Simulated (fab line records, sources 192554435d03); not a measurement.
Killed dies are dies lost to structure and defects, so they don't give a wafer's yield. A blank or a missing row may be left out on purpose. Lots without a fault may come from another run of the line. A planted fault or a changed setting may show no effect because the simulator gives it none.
Chamber matching | flow n5_finfet | N5_BEOL_M3_ALD_84 on ald_metal-02: 4 sister chambers
The step deposits TaN, pulse time 2 s, purge time 3 s, co reactant purge time 2 s. 4 wafers are shown with their chamber, then 10 later ones without.

WAFERS WITH THEIR CHAMBER
wafer  | chamber | heater_power_w (W)
L082.5 | 2       | 439
L088.1 | 0       | 422
L092.2 | 1       | 380
L092.4 | 3       | 418

WAFERS WITHOUT THEIR CHAMBER
wafer  | heater_power_w (W)
L092.6 | 420
L093.2 | 378
L093.3 | 414
L093.6 | 440
L095.4 | 427
L095.5 | 436
L095.6 | 409
L097.2 | 427
L097.3 | 413
L097.6 | 424

WHICH CHAMBER EACH WENT THROUGH
wafer  | from the rows above          | in truth
L092.6 | can't be placed: 0 or 3      | 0
L093.2 | 1                            | 1
L093.3 | can't be placed: 3 or 0      | 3
L093.6 | 2                            | 2
L095.4 | can't be placed: 0 or 3 or 2 | 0
L095.5 | 2                            | 2
L095.6 | can't be placed: 3 or 0      | 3
L097.2 | can't be placed: 0 or 3 or 2 | 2
L097.3 | can't be placed: 3 or 0      | 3
L097.6 | can't be placed: 0 or 3      | 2
Placed correctly: 3 of 10. Can't be placed from these rows: 7 (the true chamber is among the candidates in 6). Placed wrongly: 0.
How it was worked out, from the rows above alone: a wafer's distance from a chamber is the root of the sum, over the readings, of the square of ((its reading less the chamber's mean) divided by the reading's scatter). The wafer belongs to the nearest chamber; if the next one is less than 2 further off, it can't be placed. A chamber's mean is the mean of its shown wafers. The scatter: with one shown wafer a chamber, the root of the mean of the squares of how far each hidden wafer lies from its nearest shown one.
